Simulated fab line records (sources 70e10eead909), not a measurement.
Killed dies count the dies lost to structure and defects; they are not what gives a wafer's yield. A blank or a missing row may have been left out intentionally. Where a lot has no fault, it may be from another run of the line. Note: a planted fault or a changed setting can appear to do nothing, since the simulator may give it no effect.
Chamber matching :: flow nand harc :: 4 sister chambers for NHARC_P_M0_ETCH_34 on rie diel-08
The step etches the open film in N2/H2, target depth 40 nm, overetch 12 nm, time 43.94 s. 8 wafers are shown with their chamber, then 7 later ones without.

EACH WAFER AND ITS CHAMBER
wafer: L079.4
chamber: 0
showerhead plenum p Torr (Torr): 1.96
drypump motor current A (A): 5.8

wafer: L082.6
chamber: 1
showerhead plenum p Torr (Torr): 2.19
drypump motor current A (A): 5.8

wafer: L083.1
chamber: 2
showerhead plenum p Torr (Torr): 2.03
drypump motor current A (A): 6.1

wafer: L083.5
chamber: 1
showerhead plenum p Torr (Torr): 2.19
drypump motor current A (A): 5.8

wafer: L087.3
chamber: 3
showerhead plenum p Torr (Torr): 1.90
drypump motor current A (A): 5.4

wafer: L087.5
chamber: 3
showerhead plenum p Torr (Torr): 1.90
drypump motor current A (A): 5.4

wafer: L093.4
chamber: 0
showerhead plenum p Torr (Torr): 1.96
drypump motor current A (A): 5.9

wafer: L093.5
chamber: 2
showerhead plenum p Torr (Torr): 2.02
drypump motor current A (A): 6.1

WAFERS WHOSE CHAMBER IS MISSING
wafer: L093.6
showerhead plenum p Torr (Torr): 1.90
drypump motor current A (A): 5.4

wafer: L095.1
showerhead plenum p Torr (Torr): 2.03
drypump motor current A (A): 6.1

wafer: L095.2
showerhead plenum p Torr (Torr): 1.96
drypump motor current A (A): 5.8

wafer: L095.4
showerhead plenum p Torr (Torr): 2.19
drypump motor current A (A): 5.8

wafer: L096.3
showerhead plenum p Torr (Torr): 1.90
drypump motor current A (A): 5.4

wafer: L096.5
showerhead plenum p Torr (Torr): 2.03
drypump motor current A (A): 6.0

wafer: L096.6
showerhead plenum p Torr (Torr): 1.90
drypump motor current A (A): 5.4

WHICH CHAMBER EACH WENT THROUGH
wafer: L093.6
from the rows above: 3
in truth: 3

wafer: L095.1
from the rows above: 2
in truth: 2

wafer: L095.2
from the rows above: 0
in truth: 0

wafer: L095.4
from the rows above: 1
in truth: 1

wafer: L096.3
from the rows above: 3
in truth: 3

wafer: L096.5
from the rows above: 2
in truth: 2

wafer: L096.6
from the rows above: 3
in truth: 3
Correctly placed: 7 of 7. Number that these rows cannot place: 0. Placed wrongly: 0.
How it was worked out, from the rows above alone: a wafer's distance from a chamber is the root of the sum, over the readings, of the square of ((its reading less the chamber's mean) divided by the reading's scatter). The wafer belongs to the nearest chamber; if the next one is less than 2 further off, it can't be placed. The mean given for a chamber averages the wafers shown for that chamber. The scatter: take each reading less its chamber's mean, square it, sum over the shown wafers, divide by the number of wafers less the number of chambers, and take the root.
